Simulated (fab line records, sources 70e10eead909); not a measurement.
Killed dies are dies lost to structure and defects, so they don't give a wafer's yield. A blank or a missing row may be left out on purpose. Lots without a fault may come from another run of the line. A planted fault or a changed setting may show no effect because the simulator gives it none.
A struck lot beside a sound one | flow nand_harc | 15 steps out of a route of 1159
Sound: wafers L493.3, L493.4, L493.6. Struck: wafer L500.3. (L500.1, L500.4 of the same lot were not struck and are left out.) The cause comes at the end.
At each step with rows: each side's tool, then ch and its chambers, then its first start. Under that, the readings that differ: sound wafers | struck wafers | difference of the means | sigmas: that difference in standard deviations of wafers without a fault.
alike: readings whose means differ by less than 2 such deviations, and words and numbers that are the same on both sides. not compared: withheld readings, readings that some wafer has no value for, bounds like >300 that may hide the same value, and numbers for which the record gives no deviation and whose values overlap.
The two part at a step that has a row with sigmas, a row that says differs or no value, or rows on one side only. Numbers that don't overlap but have no deviation are shown without sigmas and don't part them. A reading that every wafer of one side lacks parts them only if that side has two wafers or more.

first, 8 steps without rows for these wafers: NHARC_A_CONTACT_COAT_34 (time 75 s); NHARC_A_CONTACT_COAT_35 (time 65 s); NHARC_A_CONTACT_COAT_36 (resist thk 90 nm); NHARC_A_CONTACT_SOFTBAKE_37 (time 55 s); NHARC_A_CONTACT_EBR_38; NHARC_A_CONTACT_EXPOSE_39 (exposes mask A CC 3); NHARC_A_CONTACT_PEB_40 (peb time 65 s); NHARC_A_CONTACT_DEVELOP_41 (develop time 35 s).
NHARC_A_CONTACT_CD_MEAS_42: target cd 200 nm.
  sound on cd_sem-03 ch 0, day 16 10:38; struck on cd_sem-02 ch 0, day 18 09:26
  alike: cd_nm
NHARC_A_CONTACT_OVL_MEAS_43:
  sound on overlay-01, day 16 10:43; struck on overlay-01, day 18 09:31
  alike: overlay_x_nm, overlay_y_nm
NHARC_A_CONTACT_INSPECT_44:
  sound on defect_inspect-01, day 16 10:45; struck on defect_inspect-01, day 18 09:33
  alike: raw_defect_count
NHARC_A_CONTACT_DESCUM_47: chemistry O2, time 3 s.
  sound on rie_diel-13 ch 0,1,3, day 16 10:50; struck on rie_diel-07 ch 0, day 18 09:37
  alike: chamber_pressure_mTorr, drypump_motor_current_A, mfc_ar_sccm, oes_product_au, rf_vpp_V, showerhead_plenum_p_Torr, throttle_valve_pct
  not compared: rf_hours_counter_h
NHARC_A_CONTACT_ETCH_48: etches the open film in CF4, target depth 39 nm, time 65 s.
  sound on rie_diel-13 ch 1,2,3, day 16 10:54; struck on rie_diel-07 ch 0, day 18 09:42
  reading                     | sound             | struck | difference | sigmas
  drypump_motor_current_A (A) | 5.4 6.3 5.6       | 5.0    | -0.8       | -2
  oes_product_au (a.u.)       | 0.996 1.007 1.018 | 0.775  | -0.232     | -31
  alike: chamber_pressure_mTorr, mfc_ar_sccm, rf_vpp_V, showerhead_plenum_p_Torr, throttle_valve_pct
  not compared: rf_hours_counter_h
NHARC_A_CONTACT_ETCH_49: etches the open film in N2/H2, target depth 260 nm, time 475.3 s.
  sound on rie_diel-13 ch 0,2,3; struck on rie_diel-07 ch 3
  alike: chamber_pressure_mTorr, drypump_motor_current_A, mfc_ar_sccm, oes_product_au, rf_vpp_V, showerhead_plenum_p_Torr, throttle_valve_pct
  not compared: rf_hours_counter_h
-- the record jumps here: 3 days lie between the struck wafers' starts before and after (it left off in module A_CONTACT and takes up again in module END, whose first step shown is number 1159 of the route) --
NHARC_END_SORT_01:
  the record has rows for the struck wafers here (prober-02 ch 0, day 21 11:28) and none for the sound ones

WHERE THEY PART
First at NHARC_A_CONTACT_ETCH_48; last, within this record, at NHARC_END_SORT_01.

WHY: what the simulator had put in
Process parameter drift: rie_diel-07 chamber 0, from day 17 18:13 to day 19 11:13, at NHARC_A_CONTACT_ETCH_48. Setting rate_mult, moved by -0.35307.
